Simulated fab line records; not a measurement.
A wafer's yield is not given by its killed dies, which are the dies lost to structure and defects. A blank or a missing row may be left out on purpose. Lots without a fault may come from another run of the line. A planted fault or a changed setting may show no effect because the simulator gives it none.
Struck lot and sound lot, side by side -- flow n5 finfet -- 14 out of 1938 route steps
Sound: these wafers, L549.2, L549.3, L549.4. Struck: wafers L559.3, L559.6 (left out: L559.1, a lot-mate that was not struck); the cause follows at the end.
For every step that has rows: the tool of each side, followed by ch and its chambers, followed by its first start. Under that, the readings that differ: sound wafers -- struck wafers -- difference of the means -- sigmas: that difference in standard deviations of wafers without a fault.
alike: words and numbers the same on both sides, and readings whose means are apart by under 2 such deviations; not compared: readings that were withheld, readings missing a value for some wafer, numbers with overlapping values and no deviation given by the record, and bounds like >300 which may hide the same value.
A row with sigmas, a row that says differs or no value, or rows on one side alone: a step with any of these is where the two part. Numbers that have no deviation but don't overlap get no sigmas and don't part them. Lack of a reading on every wafer of one side parts them only where that side has two or more wafers.

N5_BEOL_M0_SPUTTER_116: material Cu, target thk 4 nm, time 7.37 s.
  sound on pvd sputter-03, day 5 21:44; struck on pvd sputter-03, day 8 20:26
  alike: chuck sensor temp C, throttle valve pct
then, 4 steps without rows for these wafers: N5_BEOL_M0_ANNEAL_117 (time 60 s); N5_BEOL_M0_SPUTTER_132 (material Cu, target thk 4 nm, time 7.37 s); N5_BEOL_M0_ANNEAL_133 (time 60 s); N5_BEOL_M0_SPUTTER_134 (material Cu, target thk 4 nm, time 7.37 s).
N5_BEOL_M0_ANNEAL_135: time 60 s.
  sound on pvd sputter-03, day 5 22:03; struck on pvd sputter-03, day 8 20:45
  alike: heater power w
then, 2 steps without rows for these wafers: N5_BEOL_M0_SPUTTER_141 (material Cu, target thk 4 nm, time 7.37 s); N5_BEOL_M0_ECD_118 (material Cu, target thk 300 nm).
N5_BEOL_M0_ANNEAL_119: time 90 s.
  sound on rtp anneal-01 ch 0, day 5 22:24; struck on rtp anneal-01 ch 0, day 8 20:59
  alike: wafer_temp_C_max
N5_BEOL_M0_CMP_120: polishes, stops on SiOC, t overpolish 6.9 s.
  sound on cmp-04 ch 0,1,2, day 5 22:41; struck on cmp-04 ch 3, day 8 21:17
  alike: barrier field endpoint s, head pressure psi, motor current A, overpolish run s, retaining ring pressure frac, time to endpoint s
N5_BEOL_M0_PRE_CLEAN_131: time 15 s.
  sound on cvd co-01 ch 0,1, day 5 22:59; struck on cvd co-01 ch 0,2, day 8 21:37
  alike: heater power w
N5_BEOL_M0_CO_CAP_123: material Co, precursor CCTBA/H2, target thk 2 nm, time 102.1 s.
  sound on cvd co-01 ch 0,1, day 5 23:02; struck on cvd co-01 ch 0,2, day 8 21:40
reading,sound,struck,difference,sigmas
run length s (s),125.4 125.0 124.9,194.8 194.4,+69.5,+99 or more
model.Co_of_BEOL_M0_CO_CAP_123.thk nm (nm),1.8 1.8 2,3.4 3.2,+1.4,
  alike: heater power w
then, 1 step without rows for these wafers: N5_BEOL_M0_PRE_CLEAN_124 (time 15 s).
-- here the record skips 3 days between the struck wafers' starts before and after, leaving off in module BEOL_M0 and picking up in module BEOL_M4 (first step shown: number 1111 of the route) --
N5_BEOL_M4_RC_MEAS_101:
  sound on prober-02 ch 0, day 7 19:30; struck on prober-01 ch 0, day 11 11:25
reading,sound,struck,difference,sigmas
ION_P (uA/um),457 469 459,487 476,+20,+2
  alike: DIBL_N, DIBL_P, IOFF_N, IOFF_P, ION_N, SS_N, SS_P, VT_N, VT_P

WHERE THEY PART
First at N5_BEOL_M0_CO_CAP_123; last, within this record, at N5_BEOL_M4_RC_MEAS_101.

WHY: what had been put in by the simulator
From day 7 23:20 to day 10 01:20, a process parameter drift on cvd co-01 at N5_BEOL_M0_CO_CAP_123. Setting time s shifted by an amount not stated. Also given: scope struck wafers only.
